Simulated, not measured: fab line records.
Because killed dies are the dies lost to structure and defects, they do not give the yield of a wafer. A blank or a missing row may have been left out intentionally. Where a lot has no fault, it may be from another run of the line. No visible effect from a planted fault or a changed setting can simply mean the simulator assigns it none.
Matching of chambers ; flow n5-finfet ; rie-diel-04 running N5_MOL_CONTACT_COAG_ETCH_105: 4 sister chambers
The step etches SiARC in CF4, target depth 15.6 nm, time 26 s. 4 wafers are shown with their chamber, then 10 later ones without.

== WAFERS, EACH WITH ITS CHAMBER ==
wafer;chamber;drypump-motor-current-A (A)
L084.1;3;5.6
L085.2;2;5.7
L087.1;0;5.1
L087.2;1;6.3

== WAFERS MISSING THEIR CHAMBER ==
wafer;drypump-motor-current-A (A)
L087.6;5.1
L089.1;5.7
L089.2;5.6
L089.5;6.3
L091.3;5.1
L091.4;6.2
L091.6;5.1
L092.3;5.1
L092.5;5.7
L092.6;5.6

== THE CHAMBER EACH PASSED THROUGH ==
wafer;from the rows above;in truth
L087.6;0;0
L089.1;2;2
L089.2;3;3
L089.5;1;1
L091.3;0;0
L091.4;1;1
L091.6;0;0
L092.3;0;0
L092.5;2;2
L092.6;3;3
Placed correctly: 10 of 10. Not placeable from these rows: 0. Number placed wrongly: 0.
How it was worked out, from the rows above alone: a wafer's distance from a chamber is the root of the sum, over the readings, of the square of ((its reading less the chamber's mean) divided by the reading's scatter). The wafer belongs to the nearest chamber; if the next one is less than 2 further off, it can't be placed. A chamber's mean is the mean of its shown wafers. The scatter: with one shown wafer a chamber, the root of the mean of the squares of how far each hidden wafer lies from its nearest shown one.
